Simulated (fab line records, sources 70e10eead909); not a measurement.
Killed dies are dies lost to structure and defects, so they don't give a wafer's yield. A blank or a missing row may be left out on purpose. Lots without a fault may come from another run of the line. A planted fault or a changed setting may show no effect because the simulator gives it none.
fab line records | flow nand_harc | part 1 of 2: steps 1 to 4 of 6
record lots=24 wafers=72 last_day=25
route steps=1159 shown A_STAIRCASE@563
lots that met no fault: from a run of the same line without faults
start_h: hours from the record's first day to the start of the lot's first wafer shown | wait_h: hours since the lot's step before | " the same as in the row above | L1.1+2: a row that stands for several wafers | - no value, or no start given | * or withheld: withheld | < > ~ a bound
route shown NAME@n: a module of which the file shows steps, and the number in the route of the first | usual: mean/standard deviation of fault-free wafers | same: alike in all rows | chamber/n: place in a boat | sites: the reading at each site | _std_site: their standard deviation | _edge_site: outer sites' mean less inner sites' | radius_mm: how far each site lies from the wafer's centre | mask NAME#n: copy n | behind: the tool/chamber that last shaped the wafer | hold: why the lot was held/for how many hours/how that ended | device: the transistor (n, p or np) that didn't switch | end of line: the same wafers' tests at the end of the route | a step without rows: its recipe alone | killed: dies lost to structure and defects at the first sort, not the wafer's yield | map: a wafer's dies, x killed, . not, _ none there
set.NAME: the setting as run; set.NAME@STEP: as run at that earlier step | model.NAME: the simulator's own value behind a step, which no gauge read
steps of the route over a sample of lots; a table a step, a row a wafer
services: from which hour (start_h, from the record's first day; less than 0 if before it) a tool's chamber was out of use, for how many hours, and why
## steps
# step NHARC_A_STAIRCASE_TRIM_26
# recipe time_s=211.2 o2_flow_sccm=500 ar_flow_sccm=0 bias_w=0 chemistry=O2
# usual drypump_motor_current_A=5.6/0.49 oes_product_au=0.999/0.0083 rf_vpp_V=57.8/0.86 showerhead_plenum_p_Torr=3.50/0.16 throttle_valve_pct=17.035/0.0093
# columns lot.wafer tool chamber start_h wait_h drypump_motor_current_A oes_product_au rf_hours_counter_h rf_vpp_V showerhead_plenum_p_Torr throttle_valve_pct
L074.4 rie_diel-01 1 - - 5.5 1.004 35 57.5 3.35 17.035
L074.1 " 2 " " 4.8 1.005 37 58.1 3.59 17.041
L074.5 " 1 " " 5.5 0.994 - 56.6 3.35 17.050
L077.4 rie_diel-01 1 - - 5.5 0.986 37 57.7 3.35 17.043
L077.3 " 3 " " 5.2 0.993 28 58.8 3.69 17.041
L077.6 " 0 " " 5.8 0.987 - 56.8 3.68 17.038
L075.4 rie_diel-01 0 - - 5.8 0.990 27 58.1 3.68 17.039
L075.2 " 2 " " 4.8 0.995 42 58.5 3.58 17.036
L075.6 " 0 " " 5.8 0.995 - 59.8 3.68 17.021
L076.1 rie_diel-08 0 - - 5.9 1.000 49 56.9 3.31 17.044
L076.2 " 2 " " 5.2 1.004 49 58.9 3.78 17.035
L076.6 " 0 " " 5.9 1.001 - 56.8 3.31 17.026
L078.4 rie_diel-01 0 - - 5.8 0.983 28 58.8 3.68 17.032
L078.3 " 1 " " 5.5 0.992 41 57.3 3.35 17.023
L078.5 " 2 " " 4.8 1.008 - 59.0 3.58 17.030
L080.3 rie_diel-01 1 - - 5.5 0.997 45 58.0 3.34 17.033
L080.2 " 2 " " 4.8 0.993 47 57.1 3.58 17.047
L080.1 " 3 " " 5.2 0.990 35 57.6 3.68 17.032
L079.2 rie_diel-04 1 - - 5.0 1.005 57 58.0 3.50 17.053
L079.3 " 2 " " 5.4 0.993 50 57.8 3.51 17.019
L079.5 " 0 " " 6.0 0.995 - 58.7 3.61 17.036
L082.2 rie_diel-01 3 - - 5.2 1.002 42 57.3 3.68 17.040
L082.3 " 2 " " 4.8 0.998 55 58.0 3.58 17.037
L082.6 " 0 " " 5.8 0.988 - 57.7 3.67 17.044
L081.4 rie_diel-01 3 - - 5.2 0.996 42 58.0 3.68 17.031
L081.1 " 0 " " 5.8 0.982 36 57.1 3.67 17.029
L081.6 " 1 " " 5.5 0.989 - 57.3 3.34 17.025
L084.4 rie_diel-08 2 - - 5.2 0.996 64 58.6 3.77 17.052
L084.1 " 0 " " 5.9 0.996 61 56.9 3.31 17.030
L084.6 " 2 " " 5.2 1.003 - 58.2 3.77 17.037
L083.2 rie_diel-08 0 - - 5.9 0.994 63 56.8 3.31 17.028
L083.4 " 1 " " 6.4 1.003 63 58.2 3.42 17.044
L083.5 " 2 " " 5.2 0.995 - 58.9 3.77 17.032
L087.4 rie_diel-01 1 - - 5.5 0.983 62 57.7 3.34 17.014
L087.1 " 2 " " 4.8 0.997 65 59.3 3.57 17.034
L087.5 " 0 " " 5.8 0.991 - 59.0 3.66 17.015
L086.4 rie_diel-04 0 - - 5.9 0.997 10 58.0 3.60 17.038
L086.1 " 2 " " 5.4 1.004 11 57.4 3.49 17.027
L086.2 " 3 " " 6.7 0.998 6 57.3 3.38 17.036
L085.1 rie_diel-08 3 - - 5.5 0.999 6 59.4 3.29 17.039
L085.3 " 0 " " 5.9 0.989 6 55.6 3.30 17.045
L085.6 " 2 " " 5.2 1.002 - 57.8 3.76 17.051
L088.4 rie_diel-08 1 - - 6.4 1.007 6 58.1 3.42 17.027
L088.3 " 3 " " 5.5 1.003 6 57.9 3.29 17.025
L088.5 " 1 " " 6.4 1.012 - 57.3 3.42 17.035
L089.4 rie_diel-08 0 - - 5.9 0.984 9 57.2 3.30 17.042
L089.1 " 1 " " 6.4 1.001 8 57.7 3.42 17.033
L089.5 " 0 " " 5.9 0.986 - 58.2 3.30 17.037
L090.3 rie_diel-08 3 - - 5.5 1.002 10 57.6 3.29 17.021
L090.1 " 1 " " 6.4 1.000 12 58.2 3.41 17.047
L090.6 " 2 " " 5.2 1.002 - 58.4 3.76 17.035
L091.4 rie_diel-04 0 - - 5.9 1.001 18 57.3 3.60 17.032
L091.2 " 2 " " 5.4 0.992 18 57.5 3.49 17.023
L091.6 " 1 " " 5.0 1.003 - 57.0 3.49 17.053
L092.3 rie_diel-08 0 - - 5.9 0.978 13 56.7 3.30 17.027
L092.2 " 2 " " 5.2 1.013 13 58.2 3.76 17.036
L092.6 " 3 " " 5.5 1.002 - 57.6 3.29 17.054
L093.4 rie_diel-04 0 - - 5.9 1.005 24 58.3 3.59 17.048
L093.2 " 1 " " 5.0 1.006 17 56.5 3.49 17.024
L093.3 " 2 " " 5.4 0.997 23 58.2 3.49 17.032
L094.4 rie_diel-08 0 - - 5.9 0.993 - 56.7 3.29 17.029
L094.5 " 2 " " 5.2 1.008 - 58.1 3.76 17.043
L094.6 " 3 " " 5.5 1.005 - 57.8 3.29 17.022
L095.2 rie_diel-01 2 - - 4.9 0.991 10 58.6 3.57 17.026
L095.6 " 0 " " 5.8 1.007 - 58.2 3.66 17.043
L095.5 " 1 " " 5.5 1.006 - 57.8 3.33 17.032
L097.4 rie_diel-04 0 - - 5.9 1.003 31 58.7 3.59 17.032
L097.3 " 2 " " 5.4 0.989 30 57.0 3.48 17.027
L097.6 " 0 " " 6.0 1.018 - 57.2 3.59 17.022
L096.4 rie_diel-04 3 - - 6.7 1.009 30 57.5 3.37 17.035
L096.3 " 1 " " 5.0 1.004 27 56.5 3.48 17.039
L096.5 " 3 " " 6.7 1.005 - 58.1 3.37 17.025
# step NHARC_A_STAIRCASE_ETCH_221
# recipe target_depth_a=1000 time_s=40.5 ion_energy_ev=400 c4f8_flow_sccm=20 o2_flow_sccm=10 ar_flow_sccm=withheld rf_w=600 bias_w=1000 chemistry=C4F8/O2
# usual oes_product_au=0.939/0.013 rf_fwd_power_W=592/3.1 rf_vpp_V=896/5
# columns lot.wafer tool chamber start_h wait_h oes_product_au rf_fwd_power_W rf_hours_counter_h rf_vpp_V
L074.4 rie_diel-04 3 - - 0.915 593 44 891
L074.1 " 0 " " 0.925 592 47 899
L074.5 " 2 " " 0.926 588 - 895
L077.3 rie_diel-04 1 - - 0.934 592 53 894
L077.4 " 3 " " 0.931 591 48 891
L077.6 " 1 " " 0.943 591 - 894
L075.4 rie_diel-08 1 - - 0.929 592 49 893
L075.2 " 2 " " 0.927 596 51 906
L075.6 " 3 " " 0.937 592 - 889
L076.2 rie_diel-01 3 - - 0.954 599 34 902
L076.1 " 0 " " 0.948 590 30 901
L076.6 " 0 " " 0.946 596 - 902
L078.3 rie_diel-04 0 - - 0.943 589 54 899
L078.4 " 1 " " 0.946 592 - 894
L078.5 " 2 " " 0.945 589 - 893
L080.3 rie_diel-04 0 - - 0.913 589 57 900
L080.1 " 1 " " 0.917 591 59 894
L080.2 " 2 " " 0.914 587 52 894
L079.2 rie_diel-01 3 - - 0.940 595 39 901
L079.3 " 0 " " 0.923 597 33 901
L079.5 " 3 " " 0.939 595 - 901
L082.2 rie_diel-08 1 - - 0.933 594 59 892
L082.3 " 2 " " 0.941 596 62 905
L082.6 " 0 " " 0.929 592 - 888
L081.1 rie_diel-01 1 - - 0.918 591 56 889
L081.4 " 0 " " 0.924 595 40 901
L081.6 " 2 " " 0.920 590 - 898
L084.1 rie_diel-01 2 - - 0.945 594 61 897
L084.4 " 3 " " 0.928 594 48 902
L084.6 " 1 " " 0.937 592 - 889
L083.2 rie_diel-04 2 - - 0.926 587 2 895
L083.5 " 1 " " 0.947 593 - 895
L083.4 " 0 " " 0.931 593 - 899
L087.4 rie_diel-08 2 - - 0.966 593 6 904
L087.1 " 1 " " 0.952 593 6 893
L087.5 " 2 " " 0.965 596 - 905
L086.1 rie_diel-04 2 - - 0.938 586 13 896
L086.4 " 3 " " 0.934 594 9 892
L086.2 " 0 " " 0.937 591 13 898
L088.4 rie_diel-04 1 - - 0.927 593 8 894
L088.3 " 2 " " 0.930 590 15 896
L088.5 " 3 " " 0.926 593 - 890
L085.1 rie_diel-01 3 - - 0.941 596 1 899
L085.3 " 1 " " 0.920 592 3 889
L085.6 " 3 " " 0.949 597 - 901
L089.4 rie_diel-01 3 - - 0.961 596 2 902
L089.1 " 1 " " 0.931 591 3 888
L089.5 " 3 " " 0.957 599 - 901
L090.1 rie_diel-01 2 - - 0.951 594 5 898
L090.3 " 1 " " 0.944 593 6 889
L090.6 " 3 " " 0.956 598 - 901
L091.4 rie_diel-01 2 - - 0.933 593 7 898
L091.2 " 0 " " 0.952 596 8 901
L091.6 " 1 " " 0.934 592 - 889
L092.2 rie_diel-01 3 - - 0.942 598 7 901
L092.3 " 0 " " 0.930 596 8 902
L092.6 " 2 " " 0.922 593 - 897
L093.2 rie_diel-04 3 - - 0.930 593 22 891
L093.3 " 1 " " 0.941 593 19 895
L093.4 " 2 " " 0.924 589 25 894
L094.4 rie_diel-04 2 - - 0.960 588 27 894
L094.5 " 2 " " 0.967 588 - 894
L094.6 " 3 " " 0.960 592 - 890
L095.2 rie_diel-01 0 - - 0.947 595 15 900
L095.5 " 3 " " 0.940 597 - 901
L095.6 " 0 " " 0.946 592 - 900
L097.3 rie_diel-01 3 - - 0.940 593 16 902
L097.4 " 0 " " 0.942 594 19 900
L097.6 " 2 " " 0.957 590 - 896
L096.4 rie_diel-08 2 - - 0.969 592 33 903
L096.3 " 0 " " 0.947 589 34 887
L096.5 " 2 " " 0.967 596 - 904
# step NHARC_A_STAIRCASE_ETCH_223
# recipe target_depth_a=1000 time_s=40.5 ion_energy_ev=400 c4f8_flow_sccm=20 o2_flow_sccm=10 ar_flow_sccm=withheld rf_w=600 bias_w=1000 chemistry=C4F8/O2
# usual oes_product_au=0.939/0.0097 rf_fwd_power_W=592.6/2.9 rf_vpp_V=896/5.1
# columns lot.wafer tool chamber start_h wait_h oes_product_au rf_fwd_power_W rf_hours_counter_h rf_vpp_V
L074.4 rie_diel-04 1 - - 0.932 590.7 49 897
L074.1 " 2 " " 0.936 589.6 43 896
L074.5 " 2 " " 0.941 584.9 - 895
L077.4 rie_diel-04 1 - - 0.928 593.6 53 894
L077.3 " 0 " " 0.957 591.2 52 898
L077.6 " 2 " " 0.939 588.1 - 895
L075.2 rie_diel-08 0 - - 0.930 591.9 51 888
L075.4 " 1 " " 0.931 596.7 49 892
L075.6 " 0 " " 0.936 591.8 - 888
L076.1 rie_diel-01 3 - - 0.959 595.1 34 902
L076.2 " 1 " " 0.937 590.4 43 889
L076.6 " 3 " " 0.961 595.6 - 903
L078.3 rie_diel-04 0 - - 0.947 589.1 54 897
L078.4 " 1 " " 0.931 594.1 - 896
L078.5 " 2 " " 0.934 587.2 - 896
L080.1 rie_diel-04 1 - - 0.930 590.3 59 895
L080.2 " 2 " " 0.937 588.9 53 894
L080.3 " 0 " " 0.925 591.1 58 898
L079.3 rie_diel-01 3 - - 0.949 593.9 39 901
L079.2 " 1 " " 0.931 591.0 48 888
L079.5 " 3 " " 0.945 593.7 - 902
L082.3 rie_diel-08 2 - - 0.930 596.6 62 903
L082.2 " 3 " " 0.920 591.7 63 888
L082.6 " 1 " " 0.923 596.2 - 893
L081.4 rie_diel-01 0 - - 0.916 593.6 41 901
L081.1 " 3 " " 0.935 594.7 46 902
L081.6 " 0 " " 0.925 594.3 - 902
L084.4 rie_diel-01 0 - - 0.939 596.5 43 900
L084.1 " 1 " " 0.951 592.8 59 889
L084.6 " 0 " " 0.946 595.3 - 900
L083.2 rie_diel-04 0 - - 0.945 590.0 2 899
L083.4 " 1 " " 0.958 594.3 - 894
L083.5 " 2 " " 0.939 591.3 - 895
L087.4 rie_diel-08 3 - - 0.935 594.6 6 888
L087.1 " 2 " " 0.962 596.1 6 905
L087.5 " 3 " " 0.938 592.0 - 886
L086.4 rie_diel-04 3 - - 0.942 590.2 9 890
L086.1 " 1 " " 0.932 591.3 8 895
L086.2 " 2 " " 0.944 588.4 14 894
L088.4 rie_diel-04 2 - - 0.944 585.6 15 895
L088.3 " 0 " " 0.935 589.6 15 899
L088.5 " 1 " " 0.934 591.5 - 895
L085.1 rie_diel-01 1 - - 0.939 590.9 3 889
L085.3 " 3 " " 0.949 598.5 2 901
L085.6 " 0 " " 0.930 593.4 - 901
L089.4 rie_diel-01 1 - - 0.939 595.0 3 887
L089.1 " 2 " " 0.953 594.0 2 898
L089.5 " 3 " " 0.956 598.8 - 901
L090.3 rie_diel-01 0 - - 0.943 592.6 6 901
L090.1 " 3 " " 0.950 596.0 5 902
L090.6 " 0 " " 0.941 593.4 - 900
L091.4 rie_diel-01 1 - - 0.957 594.2 8 888
L091.2 " 2 " " 0.940 589.9 7 899
L091.6 " 0 " " 0.956 595.7 - 899
L092.3 rie_diel-01 1 - - 0.928 593.7 8 889
L092.2 " 2 " " 0.942 593.7 7 897
L092.6 " 1 " " 0.948 592.9 - 889
L093.2 rie_diel-04 0 - - 0.941 590.3 26 898
L093.3 " 1 " " 0.931 591.1 19 895
L093.4 " 2 " " 0.934 590.8 25 896
L094.4 rie_diel-04 0 - - 0.951 587.9 28 899
L094.6 " 0 " " 0.942 589.4 - 900
L094.5 " 1 " " 0.940 594.1 - 893
L095.2 rie_diel-01 1 - - 0.946 594.0 14 889
L095.6 " 2 " " 0.933 591.2 - 897
L095.5 " 3 " " 0.957 599.7 - 903
L097.4 rie_diel-01 1 - - 0.938 593.0 19 889
L097.3 " 0 " " 0.919 594.3 19 900
L097.6 " 1 " " 0.932 594.3 - 889
L096.3 rie_diel-08 3 - - 0.928 594.4 33 887
L096.4 " 1 " " 0.937 592.8 28 892
L096.5 " 3 " " 0.947 595.5 - 887
# step NHARC_A_STAIRCASE_ETCH_225
# recipe target_depth_a=1000 time_s=40.5 ion_energy_ev=400 c4f8_flow_sccm=20 o2_flow_sccm=10 ar_flow_sccm=withheld rf_w=600 bias_w=1000 chemistry=C4F8/O2
# usual oes_product_au=0.937/0.0089 rf_fwd_power_W=592/3.1 rf_vpp_V=896/5
# columns lot.wafer tool chamber start_h wait_h oes_product_au rf_fwd_power_W rf_hours_counter_h rf_vpp_V
L074.4 rie_diel-04 3 - - 0.926 593 45 891
L074.1 " 0 " " 0.926 589 47 899
L074.5 " 2 " " 0.939 586 - 896
L077.3 rie_diel-04 1 - - 0.925 593 54 894
L077.4 " 3 " " 0.931 593 48 891
L077.6 " 2 " " 0.934 590 - 896
L075.4 rie_diel-08 3 - - 0.942 592 53 887
L075.2 " 0 " " 0.943 591 51 889
L075.6 " 1 " " 0.935 593 - 893
L076.2 rie_diel-01 0 - - 0.937 599 31 900
L076.1 " 1 " " 0.935 590 43 889
L076.6 " 0 " " 0.929 595 - 902
L078.3 rie_diel-04 1 - - 0.938 592 56 894
L078.5 " 1 " " 0.941 595 - 895
L078.4 " 2 " " 0.927 588 - 894
L079.3 rie_diel-01 0 - - 0.943 592 33 901
L079.2 " 1 " " 0.931 590 48 889
L079.5 " 0 " " 0.941 599 - 902
L080.2 rie_diel-04 0 - - 0.932 588 59 900
L080.3 " 1 " " 0.947 595 60 896
L080.1 " 2 " " 0.930 587 53 896
L082.3 rie_diel-08 2 - - 0.929 594 62 905
L082.2 " 1 " " 0.924 595 59 892
L082.6 " 3 " " 0.918 588 - 886
L081.4 rie_diel-01 2 - - 0.929 591 59 897
L081.1 " 0 " " 0.924 593 41 902
L081.6 " 1 " " 0.932 592 - 890
L084.1 rie_diel-01 1 - - 0.932 594 59 890
L084.4 " 2 " " 0.932 593 61 897
L084.6 " 1 " " 0.933 592 - 888
L083.2 rie_diel-04 2 - - 0.939 590 2 894
L083.4 " 1 " " 0.954 591 - 895
L083.5 " 2 " " 0.939 589 - 894
L087.1 rie_diel-08 0 - - 0.924 586 7 888
L087.4 " 1 " " 0.945 594 7 893
L087.5 " 0 " " 0.933 589 - 887
L086.4 rie_diel-04 3 - - 0.935 594 9 890
L086.2 " 1 " " 0.949 592 8 894
L086.1 " 2 " " 0.933 589 14 894
L088.3 rie_diel-04 2 - - 0.922 590 15 895
L088.4 " 3 " " 0.924 594 11 887
L088.5 " 1 " " 0.932 593 - 895
L085.3 rie_diel-01 3 - - 0.949 600 2 901
L085.1 " 0 " " 0.946 590 3 900
L085.6 " 0 " " 0.942 594 - 900
L089.4 rie_diel-01 1 - - 0.943 589 4 886
L089.1 " 3 " " 0.950 597 3 901
L089.5 " 1 " " 0.946 589 - 889
L090.1 rie_diel-01 2 - - 0.940 591 5 896
L090.3 " 3 " " 0.940 596 5 902
L090.6 " 1 " " 0.954 595 - 890
L091.2 rie_diel-01 3 - - 0.934 597 7 901
L091.4 " 1 " " 0.934 595 8 890
L091.6 " 3 " " 0.935 599 - 900
L092.2 rie_diel-01 3 - - 0.930 597 7 902
L092.3 " 0 " " 0.919 595 8 900
L092.6 " 3 " " 0.935 596 - 900
L093.3 rie_diel-04 1 - - 0.949 594 20 895
L093.4 " 2 " " 0.929 588 25 894
L093.2 " 3 " " 0.944 591 22 890
L094.4 rie_diel-04 2 - - 0.938 586 27 895
L094.5 " 3 " " 0.943 592 - 890
L094.6 " 0 " " 0.960 589 - 897
L095.2 rie_diel-01 2 - - 0.951 594 12 897
L095.5 " 0 " " 0.933 594 - 900
L095.6 " 1 " " 0.943 593 - 888
L097.4 rie_diel-01 2 - - 0.942 592 17 897
L097.3 " 1 " " 0.935 593 19 888
L097.6 " 2 " " 0.938 592 - 897
L096.3 rie_diel-08 1 - - 0.945 591 28 891
L096.4 " 3 " " 0.941 594 34 887
L096.5 " 0 " " 0.931 591 - 887
